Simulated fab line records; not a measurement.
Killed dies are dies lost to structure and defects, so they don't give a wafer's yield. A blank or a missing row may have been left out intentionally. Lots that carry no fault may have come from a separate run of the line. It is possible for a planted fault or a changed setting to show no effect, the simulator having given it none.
Chamber matching / flow nand_harc / NHARC_P_CONTACT_CMP_01 on cmp-02 has 4 sister chambers
The step polishes SiO2, target thk 200 nm. 14 wafers are shown with their chamber, then 7 later ones without.

== EACH WAFER AND ITS CHAMBER ==
wafer=L076.1; chamber=0; motor_current_A (A)=11.9
wafer=L076.2; chamber=1; motor_current_A (A)=12.8
wafer=L076.6; chamber=0; motor_current_A (A)=11.4
wafer=L077.3; chamber=1; motor_current_A (A)=13.3
wafer=L077.5; chamber=1; motor_current_A (A)=13.2
wafer=L077.6; chamber=2; motor_current_A (A)=13.8
wafer=L085.2; chamber=1; motor_current_A (A)=13.4
wafer=L085.5; chamber=2; motor_current_A (A)=13.1
wafer=L085.6; chamber=1; motor_current_A (A)=13.8
wafer=L087.3; chamber=1; motor_current_A (A)=13.2
wafer=L087.5; chamber=3; motor_current_A (A)=11.3
wafer=L087.6; chamber=0; motor_current_A (A)=12.2
wafer=L090.3; chamber=3; motor_current_A (A)=10.5
wafer=L090.4; chamber=0; motor_current_A (A)=12.0

SIGNATURES (means of the wafers above)
reading=motor_current_A; chamber 0=11.875; chamber 1=13.283; chamber 2=13.450; chamber 3=10.900; scatter within a chamber=0.38
Rule: a wafer's distance from a chamber is the root of the sum, over the readings, of the square of ((its reading less the chamber's mean) divided by the reading's scatter). If the next closest chamber is less than 2 further off than the closest, the wafer can't be placed; otherwise it belongs to the closest. The scatter: take each reading less its chamber's mean, square it, sum over the shown wafers, divide by the number of wafers less the number of chambers, and take the root.

== WAFERS WITH NO CHAMBER GIVEN ==
wafer=L090.6; motor_current_A (A)=12.7
wafer=L092.1; motor_current_A (A)=11.7
wafer=L092.3; motor_current_A (A)=13.0
wafer=L092.5; motor_current_A (A)=11.7
wafer=L093.4; motor_current_A (A)=11.0
wafer=L093.5; motor_current_A (A)=13.6
wafer=L093.6; motor_current_A (A)=13.6

== THE CHAMBER EACH PASSED THROUGH ==
wafer=L090.6; from the rows above=can't be placed: 1 or 2 or 0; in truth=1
wafer=L092.1; from the rows above=can't be placed: 0 or 3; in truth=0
wafer=L092.3; from the rows above=can't be placed: 1 or 2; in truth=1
wafer=L092.5; from the rows above=can't be placed: 0 or 3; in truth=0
wafer=L093.4; from the rows above=3; in truth=3
wafer=L093.5; from the rows above=can't be placed: 2 or 1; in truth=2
wafer=L093.6; from the rows above=can't be placed: 2 or 1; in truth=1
Correct placement for 1 of the 7. Cannot be placed on the basis of these rows: 6; the candidates contain the true chamber in 6. Wrongly placed: 0.
